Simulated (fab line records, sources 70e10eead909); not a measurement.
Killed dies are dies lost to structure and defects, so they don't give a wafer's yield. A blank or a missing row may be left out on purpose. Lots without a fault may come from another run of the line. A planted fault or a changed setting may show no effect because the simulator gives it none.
Which tool did it? | flow nand_harc | 11 lots, 33 wafers sampled, at 6 steps of a route of 1302

WHAT THE GAUGES READ, wafer by wafer
NHARC_P_M2_CD_MEAS_09: target cd 170 nm.
lot  | measured     | on        | cd_nm (nm)
L662 | day 7 00:44  | cd_sem-01 | 170.3 170.1 169.0
L663 | day 7 15:22  | cd_sem-02 | 169.6 169.5 168.9
L664 | day 8 00:47  | cd_sem-01 | 169.3 169.2 169.1
L666 | day 8 21:51  | cd_sem-03 | 169.5 169.1 169.6
L669 | day 9 22:35  | cd_sem-02 | 170.1 169.7 169.9
L670 | day 10 17:44 | cd_sem-01 | 170.4 168.9 170.1
L671 | day 10 23:46 | cd_sem-03 | 170.0 169.4 170.1
L678 | day 14 02:25 | cd_sem-02 | 169.0 179.0 169.0
L681 | day 15 02:40 | cd_sem-02 | 167.9 169.3 168.5
L682 | day 15 12:29 | cd_sem-01 | 168.9 169.9 170.4
L683 | day 16 00:25 | cd_sem-01 | 170.7 171.1 169.9

NHARC_END_SORT_01.
lot  | measured     | on        | defect_limited_yield (%) | killed_at_array | killed_at_other | killed_at_periphery | killed_dies | killed_open | killed_short | sort_bin_2_pct (%) | sort_bin_3_pct (%) | sort_bin_4_pct (%) | sort_n_pass | sort_rim_yield_pct (%) | sort_yield_pct (%)
L662 | day 25 04:07 | prober-02 | 87.1 88.2 86.9           | 82 80 84        | 2 0 1           | 3 0 4               | 87 80 89    | 1 1 1       | 4 1 1        | 5.5 3.4 4.4        | 1.2 0.7 1.6        | 6.2 7.7 7.1        | 590 597 588 | 87 90 82               | 87.1 88.2 86.9
L663 | day 25 11:50 | prober-01 | 95.3 94.5 95.6           | 22 27 23        | 1 0 1           | 9 10 6              | 32 37 30    | 3 1 8       | 1 5 2        | 1.3 2.1 2.2        | 0.4 0.1 0.1        | 3.0 3.2 2.1        | 645 640 647 | 93 92 99               | 95.3 94.5 95.6
L664 | day 25 20:16 | prober-01 | 93.5 92.3 92.0           | 40 51 49        | 0 0 0           | 4 1 5               | 44 52 54    | 4 3 4       | 3 2 3        | 2.2 2.7 2.1        | 0.6 0.6 0.7        | 3.7 4.4 5.2        | 633 625 623 | 92 89 88               | 93.5 92.3 92.0
L666 | day 26 16:09 | prober-01 | 91.0 93.4 95.1           | 53 43 29        | 0 0 1           | 8 2 3               | 61 45 33    | 6 1 2       | 4 3 1        | 2.8 2.7 1.9        | 0.4 0.4 0.1        | 5.8 3.5 2.8        | 616 632 644 | 93 93 91               | 91.0 93.4 95.1
L669 | day 28 03:56 | prober-01 | 91.7 91.3 90.4           | 52 56 61        | 0 0 0           | 4 3 4               | 56 59 65    | 3 2 1       | 4 1 2        | 2.8 3.1 3.1        | 0.7 0.6 0.4        | 4.7 5.0 6.1        | 621 618 612 | 90 92 93               | 91.7 91.3 90.4
L670 | day 28 16:03 | prober-02 | 93.2 92.2 92.8           | 38 51 38        | 0 1 3           | 8 1 8               | 46 53 49    | 2 1 3       | 4 1 1        | 2.2 2.8 2.7        | 0.6 0.7 0.6        | 4.0 4.3 4.0        | 631 624 628 | 91 92 94               | 93.2 92.2 92.8
L671 | day 28 22:13 | prober-02 | 90.5 90.7 93.1           | 62 62 43        | 0 0 2           | 2 1 2               | 64 63 47    | 4 3 7       | 1 2 3        | 3.4 3.5 2.4        | 0.6 0.6 0.7        | 5.5 5.2 3.8        | 613 614 630 | 92 91 91               | 90.5 90.7 93.1
L678 | day 32 08:54 | prober-01 | 86.0 85.8 89.1           | 91 93 66        | 0 0 0           | 4 3 8               | 95 96 74    | 3 3 1       | 3 5 0        | 5.2 4.4 4.6        | 1.3 1.6 1.0        | 7.5 8.1 5.3        | 582 581 603 | 89 80 88               | 86.0 85.8 89.1
L681 | day 32 18:23 | prober-01 | 89.5 87.9 87.6           | 67 79 80        | 0 0 0           | 4 3 4               | 71 82 84    | 3 3 2       | 4 3 8        | 3.0 4.7 4.9        | 0.9 1.3 1.8        | 6.6 6.1 5.8        | 606 595 593 | 93 89 89               | 89.5 87.9 87.6
L682 | day 33 11:47 | prober-01 | 90.8 92.9 93.2           | 57 40 40        | 1 4 3           | 4 4 3               | 62 48 46    | 0 1 6       | 4 1 1        | 2.7 1.9 2.8        | 0.4 0.4 0.4        | 6.1 4.7 3.5        | 615 629 631 | 92 96 90               | 90.8 92.9 93.2
L683 | day 34 02:05 | prober-02 | 86.6 91.3 88.8           | 88 54 73        | 1 2 2           | 2 3 1               | 91 59 76    | 3 4 1       | 4 2 6        | 4.6 3.1 5.5        | 0.9 0.9 0.9        | 8.0 4.7 4.9        | 586 618 601 | 89 88 94               | 86.6 91.3 88.8

WHICH TOOL RAN EACH LOT (tool, then ch and the chambers of the sampled wafers, then the start)
lot  | NHARC_P_M1_DEGAS_29          | NHARC_P_M1_PRE_CLEAN_30                 | NHARC_P_M2_EXPOSE_06               | NHARC_P_M2_ETCH_15
L662 | pvd_sputter-02, day 6 21:55  | pvd_sputter-02, day 7 00:37 or earlier  | arfi_scanner-03 ch 0, day 7 00:37  | rie_diel-13 ch 0,1, day 25 04:07 or earlier
L663 | pvd_sputter-03, day 7 12:13  | pvd_sputter-03, day 7 15:14 or earlier  | arfi_scanner-02 ch 0, day 7 15:14  | rie_diel-07 ch 0,2,3, day 25 11:50 or earlier
L664 | pvd_sputter-03, day 7 21:32  | pvd_sputter-03, day 8 00:38 or earlier  | arfi_scanner-01 ch 0, day 8 00:38  | rie_diel-11 ch 0,2,3, day 25 20:16 or earlier
L666 | pvd_sputter-01, day 8 19:04  | pvd_sputter-01, day 8 21:43 or earlier  | arfi_scanner-03 ch 0, day 8 21:43  | rie_diel-11 ch 0,2, day 26 16:09 or earlier
L669 | pvd_sputter-02, day 9 19:35  | pvd_sputter-02, day 9 22:26 or earlier  | arfi_scanner-02 ch 0, day 9 22:26  | rie_diel-11 ch 0,1,2, day 28 03:56 or earlier
L670 | pvd_sputter-03, day 10 14:35 | pvd_sputter-03, day 10 17:35 or earlier | arfi_scanner-03 ch 0, day 10 17:35 | rie_diel-13 ch 0,1, day 28 16:03 or earlier
L671 | pvd_sputter-02, day 10 19:33 | pvd_sputter-02, day 10 23:37 or earlier | arfi_scanner-01 ch 0, day 10 23:37 | rie_diel-07 ch 0,1, day 28 22:13 or earlier
L678 | pvd_sputter-03, day 13 23:26 | pvd_sputter-03, day 14 02:17 or earlier | arfi_scanner-01 ch 0, day 14 02:17 | rie_diel-07 ch 2,3, day 32 08:54 or earlier
L681 | pvd_sputter-02, day 14 23:42 | pvd_sputter-02, day 15 02:32 or earlier | arfi_scanner-02 ch 0, day 15 02:32 | rie_diel-07 ch 0,1, day 32 18:23 or earlier
L682 | pvd_sputter-01, day 15 09:29 | pvd_sputter-01, day 15 12:20 or earlier | arfi_scanner-03 ch 0, day 15 12:20 | rie_diel-11 ch 0,1,3, day 33 11:47 or earlier
L683 | pvd_sputter-02, day 15 21:34 | pvd_sputter-02, day 16 00:16 or earlier | arfi_scanner-03 ch 0, day 16 00:16 | rie_diel-07 ch 0,1, day 34 02:05 or earlier
- NHARC_P_M1_DEGAS_29: time 60 s.
- NHARC_P_M1_PRE_CLEAN_30: time 30 s.
- NHARC_P_M2_EXPOSE_06: exposes mask P M2, target cd 170 nm.
- NHARC_P_M2_ETCH_15: etches the open film in C4F8/Ar, target depth 182.5 nm, time 91.2 s.

WHAT THE TOOLS THEMSELVES READ (means of the sampled wafers that have a number; where no wafer has one, the mark that the record gives instead)
NHARC_P_M1_DEGAS_29.
lot  | tool           | heater_power_w (W) | susceptor_temp_C (C)
L662 | pvd_sputter-02 | 299                | 249.88
L663 | pvd_sputter-03 | 317                | 250.09
L664 | pvd_sputter-03 | 303                | 250.10
L666 | pvd_sputter-01 | 309                | 250.02
L669 | pvd_sputter-02 | 325                | 250.06
L670 | pvd_sputter-03 | 320                | 249.73
L671 | pvd_sputter-02 | 347                | -
L678 | pvd_sputter-03 | 316                | 250.16
L681 | pvd_sputter-02 | 330                | 249.89
L682 | pvd_sputter-01 | 321                | 250.17
L683 | pvd_sputter-02 | 311                | -

NHARC_P_M1_PRE_CLEAN_30.
lot  | tool           | heater_power_w (W) | susceptor_temp_C (C)
L662 | pvd_sputter-02 | 426                | 279.91
L663 | pvd_sputter-03 | 379                | 279.93
L664 | pvd_sputter-03 | 401                | 279.95
L666 | pvd_sputter-01 | 401                | 280.19
L669 | pvd_sputter-02 | 406                | 279.96
L670 | pvd_sputter-03 | 385                | 280.05
L671 | pvd_sputter-02 | 392                | -
L678 | pvd_sputter-03 | 385                | 280.04
L681 | pvd_sputter-02 | 378                | 279.89
L682 | pvd_sputter-01 | 383                | 280.02
L683 | pvd_sputter-02 | 428                | 280.10

NHARC_P_M2_EXPOSE_06.
lot  | tool            | stage_vel_mm_s (mm/s)
L662 | arfi_scanner-03 | 500.09
L663 | arfi_scanner-02 | 499.97
L664 | arfi_scanner-01 | 499.86
L666 | arfi_scanner-03 | 500.30
L669 | arfi_scanner-02 | 500.27
L670 | arfi_scanner-03 | 499.98
L671 | arfi_scanner-01 | 500.09
L678 | arfi_scanner-01 | 499.94
L681 | arfi_scanner-02 | 499.75
L682 | arfi_scanner-03 | 500.12
L683 | arfi_scanner-03 | 499.83

NHARC_P_M2_ETCH_15.
lot  | tool        | oes_product_au (a.u.) | rf_fwd_power_W (W) | rf_vpp_V (V)
L662 | rie_diel-13 | 0.932                 | 594.0              | 441.3
L663 | rie_diel-07 | 0.920                 | 595.9              | 440.1
L664 | rie_diel-11 | 0.928                 | 597.5              | 441.1
L666 | rie_diel-11 | 0.924                 | 595.9              | 439.7
L669 | rie_diel-11 | 0.929                 | 594.3              | 441.0
L670 | rie_diel-13 | 0.935                 | 595.2              | 439.2
L671 | rie_diel-07 | 0.904                 | 593.8              | 439.9
L678 | rie_diel-07 | 0.960                 | 594.8              | 438.9
L681 | rie_diel-07 | 0.927                 | 597.1              | 439.5
L682 | rie_diel-11 | 0.983                 | 596.0              | 440.8
L683 | rie_diel-07 | 0.920                 | 596.7              | 439.0

THE ANSWER, worked out from the rows above alone
Rule: what is usual is taken from the lots themselves. Put in order of their means at a reading, lots are off if they are a third of the lots or fewer, leave a main group of 4 or more, and stand apart from it by a gap of 3 or more times the standard deviation of the main group's means; of several such gaps the widest counts. A main group whose means are all the same, to the digits that the tables above print for the reading, isn't used. A lot without any number at a reading at which 4 lots or more have one is off too. The other lots that the step has rows for count as sound. The gauges are gone through in route order, then the tools' own readings, and for those a lot's mean is taken as printed above. The first step at which some lot is off is used, and at that step the reading that is off furthest; a lot without a number counts as furthest.
Off: L678, at NHARC_P_M2_CD_MEAS_09 (cd_nm). The main group: mean 169.6 nm, standard deviation 0.5.
A tool fits if, at a process step before that reading, it ran every lot that is off, and no sound lot after the first of them. The gauges at NHARC_P_M2_CD_MEAS_09 are tried like those tools. NHARC_P_M1_PRE_CLEAN_30 gives no start for some lots, so the hours and the order of its lots are those of NHARC_P_M2_EXPOSE_06. Can't be told from this: 2 tools fit, pvd_sputter-03 at NHARC_P_M1_DEGAS_29 and NHARC_P_M1_PRE_CLEAN_30, arfi_scanner-01 at NHARC_P_M2_EXPOSE_06.

WHAT THE SIMULATOR HAD PUT IN
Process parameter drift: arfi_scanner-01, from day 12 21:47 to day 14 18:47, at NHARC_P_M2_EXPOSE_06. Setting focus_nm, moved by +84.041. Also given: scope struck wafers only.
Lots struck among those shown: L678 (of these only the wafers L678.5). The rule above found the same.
